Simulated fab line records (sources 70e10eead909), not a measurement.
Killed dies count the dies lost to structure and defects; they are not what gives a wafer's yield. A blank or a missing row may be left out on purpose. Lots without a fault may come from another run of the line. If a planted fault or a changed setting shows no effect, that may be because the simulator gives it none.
Matching of chambers / flow nand_harc / cmp-04 running NHARC_A_WL_FILL_CMP_12: 4 sister chambers
The step polishes, t overpolish 30 s, target thk 75 nm. 4 wafers are shown with their chamber, then 12 later ones without.

WAFERS, EACH WITH ITS CHAMBER
wafer=L085.2; chamber=1; motor_current_A (A)=11.2
wafer=L085.4; chamber=0; motor_current_A (A)=11.2
wafer=L086.1; chamber=3; motor_current_A (A)=12.1
wafer=L086.5; chamber=2; motor_current_A (A)=11.9

WAFERS WITHOUT THEIR CHAMBER
wafer=L087.1; motor_current_A (A)=11.7
wafer=L087.2; motor_current_A (A)=11.8
wafer=L087.4; motor_current_A (A)=11.7
wafer=L091.2; motor_current_A (A)=11.3
wafer=L091.3; motor_current_A (A)=11.7
wafer=L091.6; motor_current_A (A)=11.0
wafer=L092.1; motor_current_A (A)=10.9
wafer=L092.3; motor_current_A (A)=12.1
wafer=L092.4; motor_current_A (A)=11.3
wafer=L097.1; motor_current_A (A)=12.1
wafer=L097.2; motor_current_A (A)=11.6
wafer=L097.4; motor_current_A (A)=11.3

CHAMBER TAKEN BY EACH
wafer=L087.1; from the rows above=can't be placed: 2 or 3 or 0 or 1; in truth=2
wafer=L087.2; from the rows above=can't be placed: 2 or 3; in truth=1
wafer=L087.4; from the rows above=can't be placed: 2 or 3 or 0 or 1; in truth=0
wafer=L091.2; from the rows above=can't be placed: 0 or 1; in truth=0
wafer=L091.3; from the rows above=can't be placed: 2 or 3 or 0 or 1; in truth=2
wafer=L091.6; from the rows above=can't be placed: 0 or 1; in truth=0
wafer=L092.1; from the rows above=can't be placed: 0 or 1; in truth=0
wafer=L092.3; from the rows above=can't be placed: 3 or 2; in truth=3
wafer=L092.4; from the rows above=can't be placed: 0 or 1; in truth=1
wafer=L097.1; from the rows above=can't be placed: 3 or 2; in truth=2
wafer=L097.2; from the rows above=can't be placed: 2 or 0 or 1 or 3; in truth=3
wafer=L097.4; from the rows above=can't be placed: 0 or 1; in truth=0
Correctly placed: 0 of 12. Can't be placed from these rows: 12 (the true chamber is among the candidates in 11). 0 placed wrongly.
How it was worked out, from the rows above alone: a wafer's distance from a chamber is the root of the sum, over the readings, of the square of ((its reading less the chamber's mean) divided by the reading's scatter). The wafer belongs to the nearest chamber; if the next one is less than 2 further off, it can't be placed. Each chamber's mean is taken over the wafers shown for it. The scatter: with one shown wafer a chamber, the root of the mean of the squares of how far each hidden wafer lies from its nearest shown one.
